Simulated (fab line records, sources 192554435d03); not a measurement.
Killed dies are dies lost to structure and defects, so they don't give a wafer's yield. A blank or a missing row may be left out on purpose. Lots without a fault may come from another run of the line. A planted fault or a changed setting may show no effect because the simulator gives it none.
A struck lot beside a sound one | flow n5_finfet | 16 steps out of a route of 1938
Sound: wafers L831.1, L831.4, L831.5. Struck: wafers L842.1, L842.3, L842.4. The cause comes at the end.
At each step with rows: each side's tool, then ch and its chambers, then its first start. Under that, the readings that differ: sound wafers | struck wafers | difference of the means | sigmas: that difference in standard deviations of wafers without a fault.
alike: readings whose means differ by less than 2 such deviations, and words and numbers that are the same on both sides. not compared: withheld readings, readings that some wafer has no value for, bounds like >300 that may hide the same value, and numbers for which the record gives no deviation and whose values overlap.
The two part at a step that has a row with sigmas, a row that says differs or no value, or rows on one side only. Numbers that don't overlap but have no deviation are shown without sigmas and don't part them. A reading that every wafer of one side lacks parts them only if that side has two wafers or more.

first, 11 steps without rows for these wafers: N5_BEOL_M0_SAQP_STRIP_115 (strips in post etch residue remover, time 60 s); N5_BEOL_M0_SAQP_SRD_93 (time 30 s); N5_BEOL_M0_SAQP_RECESS_114 (chemistry HF/NH3, target SiO2, target depth 14.4 nm, afs cycles 3, sublimation time 60 s); N5_BEOL_M0_SAQP_SPACER1_ALD_98 (deposits SiO2, target thk 12.8 nm, pulse time 1 s, purge time 2 s); N5_BEOL_M0_SAQP_SPACER1_ETCHBACK_99 (etches SiO2 in CHF3/O2, target depth 15.4 nm, time 7.7 s); N5_BEOL_M0_SAQP_MANDREL1_REMOVE_100 (chemistry HBr/Cl2/O2, target a-Si, stops on SiNx, bt time 10 s); N5_BEOL_M0_SAQP_ETCH_101 (etches SiNx in CH3F/O2, target depth 29.9 nm, time 42.7 s); N5_BEOL_M0_SAQP_ETCH_102 (etches SiO2 in CF4, target depth 4 nm, time 4.4 s); N5_BEOL_M0_SAQP_MANDREL_ETCH_103 (etches a-Si in HBr/Cl2, stops on SiCN, target depth 45 nm, bt time 10 s, time 27 s); N5_BEOL_M0_SAQP_RECESS_104 (chemistry HF/NH3, target SiO2, target depth 18 nm, afs cycles 3, sublimation time 60 s); N5_BEOL_M0_SAQP_COAT_105 (time 60 s, resist thk 100 nm).
N5_BEOL_M0_SAQP_ETCH_106: etches SOC in N2/H2, stops on SiNx, target depth 150 nm.
  sound on rie_diel-01 ch 0,3, day 7 00:20; struck on rie_diel-01 ch 0,1,2, day 9 20:59
  reading                                        | sound             | struck               | difference | sigmas
  rf_fwd_power_W (W)                             | 848.3 848.9 845.9 | 1046.0 1043.4 1048.9 | +198.4     | +68
  rf_vpp_V (V)                                   | 240.4 241.0 240.5 | 221.6 224.5 222.9    | -17.6      | -14
  model.SOC_of_BEOL_M0_SAQP_COAT_105.thk_nm (nm) | 20.6 26.6 20.6    | 7.2 11.8 4.2         | -14.9      |
  alike: drypump_motor_current_A, n2_flow_sccm, oes_product_au, showerhead_plenum_p_Torr, throttle_valve_pct
  not compared: rf_hours_counter_h
N5_BEOL_M0_SAQP_ETCH_107: etches SiNx in CH3F/O2, target depth 30 nm.
  sound on rie_diel-01 ch 0,3, day 7 00:24; struck on rie_diel-01 ch 0,1,2, day 9 21:03
  reading                                        | sound      | struck  | difference | sigmas
  model.SOC_of_BEOL_M0_SAQP_COAT_105.thk_nm (nm) | 9.2 16 9.2 | 0 1.2 0 | -11        |
  alike: drypump_motor_current_A, oes_ar_750_au, oes_product_au, rf_fwd_power_W, rf_vpp_V, showerhead_plenum_p_Torr, throttle_valve_pct
  not compared: rf_hours_counter_h
then, 1 step without rows for these wafers: N5_BEOL_M0_SAQP_STRIP_108 (strips in N2/H2).
-- the record jumps here: 2 days lie between the struck wafers' starts before and after (it left off in module BEOL_M0_SAQP and takes up again in module BEOL_M4, whose first step shown is number 1111 of the route) --
N5_BEOL_M4_RC_MEAS_101:
  sound on prober-01 ch 0, day 9 06:11; struck on prober-01 ch 0, day 12 03:14
  alike: DIBL_N, DIBL_P, IOFF_N, IOFF_P, ION_N, ION_P, SS_N, SS_P, VT_N, VT_P
-- the record jumps here: 4 days lie between the struck wafers' starts before and after (it left off in module BEOL_M4 and takes up again in module PASSIVATION, whose first step shown is number 1936 of the route) --
N5_PASSIVATION_PROBE_49:
  the record has rows for the struck wafers here (prober-02, day 16 04:44) and none for the sound ones

WHERE THEY PART
First at N5_BEOL_M0_SAQP_ETCH_106; last, within this record, at N5_PASSIVATION_PROBE_49.

WHY: what the simulator had put in
Process parameter drift: rie_diel-01, from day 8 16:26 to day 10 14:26, at N5_BEOL_M0_SAQP_ETCH_106. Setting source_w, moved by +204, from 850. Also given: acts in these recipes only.
